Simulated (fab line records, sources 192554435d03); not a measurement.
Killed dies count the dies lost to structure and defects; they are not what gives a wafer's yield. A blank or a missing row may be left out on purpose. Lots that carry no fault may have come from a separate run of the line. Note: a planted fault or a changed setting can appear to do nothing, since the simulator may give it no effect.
A single fault, viewed from 2 desks + flow n5-finfet + every desk sees just its own numbers, and what lay behind them comes last

== THE TOOL OWNER'S DESK: rie-metal-02 ==
The tool's own readings at N5_GATE_CUT_VAPOR_ETCH_60 (etches HfO2 in BCl3/Cl2): means of the sampled wafers that have a number, for each lot that ran on this tool. If a lot's mean is further than 4 standard deviations from the usual mean, the lot is out of limits and carries the mark OUT (the distance appears in the brackets).
Columns: A = drypump-motor-current-A at N5_GATE_CUT_VAPOR_ETCH_60, usual 5.4 A; B = he-backside-leak-sccm at N5_GATE_CUT_VAPOR_ETCH_60, usual 3.49 sccm; C = oes-product-au at N5_GATE_CUT_VAPOR_ETCH_60, usual 0.75 a.u.
| lot  | first seen here | A   | B    | C    |
|------|-----------------|-----|------|------|
| L889 | day 4 21:10     | 5.1 | 3.63 | 0.72 |
| L892 | day 5 13:54     | 4.7 | 3.60 | 0.76 |
| L893 | day 5 19:22     | 4.7 | 3.60 | 0.76 |
| L897 | day 7 00:55     | 5.4 | 3.63 | 0.65 |
| L899 | day 7 07:13     | 4.7 | 3.52 | 0.74 |
| L901 | day 7 19:10     | 5.4 | 3.65 | 0.66 |
| L902 | day 8 01:19     | 5.4 | 3.64 | 0.65 |
| L907 | day 9 08:15     | 5.4 | 3.64 | 0.65 |
This desk's verdict: no lot among the 8 shows anything out of limits.

== METROLOGY DESK ==
Means of the sampled wafers that have a number, per lot and without regard to the tool the lot ran on: this is what the gauges read. If a lot's mean is further than 4 standard deviations from the usual mean, the lot is out of limits and carries the mark OUT (the distance appears in the brackets).
Columns: A = cd-nm at N5_PASSIVATION_CD_MEAS_10, usual 2999.5 nm; B = cd-nm at N5_PASSIVATION_CD_MEAS_44, usual 39999 nm
| lot  | first seen here | A      | B     |
|------|-----------------|--------|-------|
| L889 | day 13 00:40    | 3002.5 | 40001 |
| L888 | day 13 01:16    | 3000.8 | 40004 |
| L891 | day 13 04:56    | 3001.3 | 39996 |
| L890 | day 13 05:34    | 2998.5 | 39995 |
| L893 | day 13 22:21    | 3000.8 | 40003 |
| L892 | day 14 06:05    | 3002.3 | 40002 |
| L896 | day 15 01:37    | 2995.5 | 39995 |
| L899 | day 15 04:47    | 2996.4 | 39998 |
| L897 | day 15 10:22    | 2998.7 | 39992 |
| L898 | day 15 10:52    | 2999.1 | 40005 |
| L901 | day 16 13:55    | 3000.0 | 40004 |
| L902 | day 16 14:29    | 2999.1 | 39996 |
| L900 | day 16 21:57    | 2997.8 | 40001 |
| L907 | day 18 14:01    | 3001.7 | 40001 |
This desk's verdict: no lot among the 14 shows anything out of limits.

== PUT TOGETHER ==
The desk of the tool owner found nothing out of limits.
The metrology desk saw nothing out of limits.

== WHAT THE SIMULATOR HAD PUT IN ==
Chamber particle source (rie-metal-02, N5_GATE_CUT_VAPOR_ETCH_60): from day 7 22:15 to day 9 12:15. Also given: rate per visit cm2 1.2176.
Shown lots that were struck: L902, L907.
